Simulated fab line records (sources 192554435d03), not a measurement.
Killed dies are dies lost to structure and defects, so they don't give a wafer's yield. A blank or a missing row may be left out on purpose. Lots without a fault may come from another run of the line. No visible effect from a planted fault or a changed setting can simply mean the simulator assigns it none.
Which tool did it? | flow n5-finfet | Sampling: 7 lots, 21 wafers, 4 of 1938 route steps

WHAT EACH GAUGE READ, for each wafer
N5_BEOL_M4_RC_MEAS_101.
lot  | measured     | on        | ION_P (uA/um)
L266 | day 9 10:19  | prober-01 | 464 466 463
L268 | day 9 12:20  | prober-01 | 461 455 454
L273 | day 11 01:58 | prober-01 | 470 466 460
L282 | day 14 01:54 | prober-01 | 369 370 377
L284 | day 13 23:07 | prober-02 | 465 459 456
L286 | day 14 05:38 | prober-01 | 465 464 466
L288 | day 15 06:20 | prober-02 | 468 465 467

EACH LOT AND THE TOOL THAT RAN IT (in order: tool; ch and the chambers of the sampled wafers; start)
lot  | N5_DUMMY_GATE_ETCH_36             | N5_DUMMY_GATE_ETCH_42             | N5_SPACER0_ALD_00
L266 | rie-diel-04 ch 0,1,3, day 3 03:34 | rie-diel-04 ch 1,2,3, day 3 04:22 | ald-sin-04 ch 1,2,3, day 3 04:47
L268 | rie-diel-01 ch 0,3, day 3 17:28   | rie-diel-04 ch 0,1,3, day 3 18:21 | ald-sin-03 ch 0,1, day 3 18:54
L273 | rie-diel-04 ch 0,1,3, day 4 21:31 | rie-diel-01 ch 0,1,3, day 4 22:19 | ald-sin-02 ch 0,2,3, day 4 23:54
L282 | rie-diel-06 ch 0,1, day 7 07:17   | rie-diel-06 ch 0,1,3, day 7 08:16 | ald-sin-04 ch 2,3, day 7 08:44
L284 | rie-diel-04 ch 2,3, day 7 18:45   | rie-diel-04 ch 1,3, day 7 19:34   | ald-sin-03 ch 0,1,3, day 7 20:00
L286 | rie-diel-04 ch 0,1, day 8 03:43   | rie-diel-04 ch 0,1,3, day 8 04:32 | ald-sin-03 ch 0,3, day 8 05:08
L288 | rie-diel-06 ch 0,2, day 8 17:01   | rie-diel-01 ch 0,1,3, day 8 17:51 | ald-sin-02 ch 0,1,3, day 8 18:17
- N5_DUMMY_GATE_ETCH_36: etches SiARC in CF4, target depth 13 nm.
- N5_DUMMY_GATE_ETCH_42: etches SiO2 in CHF3/O2, target depth 3.5 nm, time 31 s.
- N5_SPACER0_ALD_00: deposits SiOCN, target thk 3.5 nm, pulse time 3 s, purge time 2 s.

THE ANSWER, worked out from the rows above alone
Rule: the lots themselves supply what counts as usual. Put in order of their means at a reading, lots are off if they are a third of the lots or fewer, leave a main group of 4 or more, and stand apart from it by a gap of 3 or more times the standard deviation of the main group's means; of several such gaps the widest counts. A main group is skipped when, at the precision printed for the reading in the tables above, its means are all equal. Also off: a lot with no number at a reading for which 4 or more lots have one. Where the step has rows for the other lots, those lots are counted as sound.
Off: at N5_BEOL_M4_RC_MEAS_101 (ION_P), L282. The main group: mean 463 uA/um, standard deviation 3.5.
A tool fits if, at a process step before that reading, it ran every lot that is off, and no sound lot after the first of them. Those tools and the gauges at N5_BEOL_M4_RC_MEAS_101 are tried in the same way. This does not decide it: 2 tools fit, namely rie-diel-06 at N5_DUMMY_GATE_ETCH_42 and ald-sin-04 at N5_SPACER0_ALD_00.

WHAT THE SIMULATOR PUT IN
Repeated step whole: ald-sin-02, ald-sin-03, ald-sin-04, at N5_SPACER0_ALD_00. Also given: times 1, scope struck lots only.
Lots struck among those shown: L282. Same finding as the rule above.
